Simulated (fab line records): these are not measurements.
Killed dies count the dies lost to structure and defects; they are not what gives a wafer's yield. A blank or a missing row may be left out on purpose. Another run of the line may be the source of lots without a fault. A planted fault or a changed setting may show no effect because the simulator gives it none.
Matching of chambers    flow nand-harc    3 sister chambers for NHARC_A_STAIRCASE_DEP_151 on pecvd-04
The step deposits SiO2, target thk 7200 nm. 16 wafers are shown with their chamber, then 8 later ones without.

== WAFERS PAIRED WITH THEIR CHAMBERS ==
wafer   chamber  heater-power-w (W)
L076.1  0        568
L076.2  2        734
L076.6  2        599
L078.3  0        561
L078.4  2        594
L078.5  1        634
L081.1  1        756
L081.3  0        554
L081.5  1        650
L087.3  1        654
L087.5  2        570
L087.6  0        560
L088.3  0        727
L088.4  0        584
L088.5  1        609
L092.1  1        720

SIGNATURES (means of the wafers above)
reading         chamber 0  chamber 1  chamber 2  scatter within a chamber
heater-power-w  592.33     670.50     624.25     64.7
Rule: a wafer's distance from a chamber is the root of the sum, over the readings, of the square of ((its reading less the chamber's mean) divided by the reading's scatter). The wafer belongs to the nearest chamber; if the next one is less than 2 further off, it can't be placed. How the scatter is found: for the shown wafers, subtract from each reading the mean of its chamber, square and add these, divide the total by (wafers less chambers), then take the root.

== WAFERS WITH NO CHAMBER GIVEN ==
wafer   heater-power-w (W)
L092.3  677
L092.5  577
L094.1  746
L094.2  574
L094.3  645
L097.2  648
L097.3  694
L097.5  600

== WHICH CHAMBER EACH ONE RAN IN ==
wafer   from the rows above           in truth
L092.3  can't be placed: 1 or 2 or 0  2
L092.5  can't be placed: 0 or 2 or 1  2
L094.1  can't be placed: 1 or 2 or 0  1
L094.2  can't be placed: 0 or 2 or 1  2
L094.3  can't be placed: 2 or 1 or 0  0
L097.2  can't be placed: 1 or 2 or 0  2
L097.3  can't be placed: 1 or 2 or 0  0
L097.5  can't be placed: 0 or 2 or 1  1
Correct placement for 0 of the 8. These rows do not allow placing 8 (true chamber among the candidates in 8). 0 placed wrongly.
